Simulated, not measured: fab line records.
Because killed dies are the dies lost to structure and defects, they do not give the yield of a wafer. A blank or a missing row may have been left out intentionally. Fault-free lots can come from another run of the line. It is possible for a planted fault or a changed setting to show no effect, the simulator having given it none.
The tool behind it: which one? | flow nandHarc | 72 wafers sampled from 24 lots at 1 step of a route of 1159

== WHAT THE GAUGES READ, wafer by wafer ==
NHARC_A_SGD_CUT_OVL_MEAS_10. Usual: overlayXNm 0.1 nm, standard deviation 0.83; overlayYNm 0.2 nm, standard deviation 0.72.
lot  | measured     | on         | overlayXNm (nm) | overlayYNm (nm) | flag
L076 | day 14 00:02 | overlay-02 | 0.1 0.0 -0.4    | 0.8 0.7 0.5     | 
L075 | day 14 00:15 | overlay-02 | 0.9 0.6 0.1     | 1.5 1.3 1.5     | 
L074 | day 14 05:46 | overlay-02 | 0.8 0.4 0.7     | 0.6 -0.1 -0.1   | 
L077 | day 14 21:07 | overlay-02 | -0.9 0.1 -0.9   | -0.1 -0.7 -0.2  | 
L080 | day 15 00:46 | overlay-02 | 0.5 -0.1 -0.2   | -0.6 -1.2 -0.7  | 
L079 | day 15 01:32 | overlay-02 | -0.1 -0.6 0.0   | 1.4 1.3 1.1     | 
L078 | day 15 02:13 | overlay-01 | 0.3 -0.2 0.7    | 0.1 -0.2 0.0    | 
L081 | day 15 13:44 | overlay-02 | 1.6 1.6 1.6     | -1.4 -1.0 -1.1  | 
L083 | day 16 02:52 | overlay-01 | -0.6 -1.0 -1.0  | 0.9 1.2 0.8     | 
L082 | day 16 03:17 | overlay-02 | 1.0 0.9 0.9     | 0.2 0.5 0.5     | 
L084 | day 16 03:37 | overlay-01 | 0.7 1.0 0.6     | 0.2 -0.2 -0.3   | 
L088 | day 16 23:31 | overlay-02 | 1.8 2.6 1.9     | 0.7 0.4 0.0     | 
L085 | day 16 23:48 | overlay-01 | -0.4 -0.4 0.1   | -0.2 0.0 -0.2   | 
L086 | day 17 10:14 | overlay-01 | 0.8 0.6 0.5     | -0.4 0.8 0.0    | 
L087 | day 17 20:35 | overlay-02 | 0.0 -0.5 -0.4   | 1.5 0.8 1.1     | 
L090 | day 17 20:51 | overlay-01 | -0.6 -0.6 -0.1  | 0.5 0.4 0.9     | 
L089 | day 17 22:02 | overlay-02 | -1.1 -0.9 -1.1  | 0.1 0.3 -0.4    | 
L091 | day 17 22:29 | overlay-02 | -0.6 -1.1 -1.3  | -1.0 -1.1 -1.0  | 
L092 | day 18 13:27 | overlay-02 | -0.3 0.0 -0.2   | -0.4 -0.2 -0.3  | 
L094 | day 18 13:37 | overlay-01 | -0.2 0.1 0.2    | 0.8 1.0 1.4     | 
L095 | day 18 13:53 | overlay-02 | -1.4 -1.0 -1.1  | -0.2 -0.3 -0.3  | 
L093 | day 18 15:02 | overlay-01 | -0.4 -0.6 -0.1  | -0.1 -0.1 -0.4  | 
L096 | day 19 11:41 | overlay-02 | 0.0 0.1 -0.1    | 0.8 0.6 0.0     | 
L097 | day 19 22:37 | overlay-02 | 1.5 1.0 1.1     | 0.5 0.0 0.5     | 

== TOOL THAT RAN EACH LOT (tool first, then ch and the chambers of the sampled wafers, then the start) ==
Before these readings, the record contains no process step.

== AS READ BY THE TOOLS THEMSELVES (means over the sampled wafers that have a number; for cases with no such wafer, the mark the record gives instead) ==
The record holds no such reading with a usual standard deviation.

== THE ANSWER, worked out from the rows above alone ==
Rule: take the mean of a lot's wafers that have a number; if it is more than 3 standard deviations from the usual mean, the lot is off. Also off: a lot with no number at a reading for which 4 or more lots have one. Where the step has rows for the other lots, those lots are counted as sound. Order of review: gauges by route order, followed by the tools' own readings, for which a lot's mean as printed above is used. At the first step where some lot is off, the reading lying furthest off is the one used; lots without a number count as furthest.
None of the lots is off at any reading shown; this tells nothing.

== WHAT HAD BEEN PUT IN BY THE SIMULATOR ==
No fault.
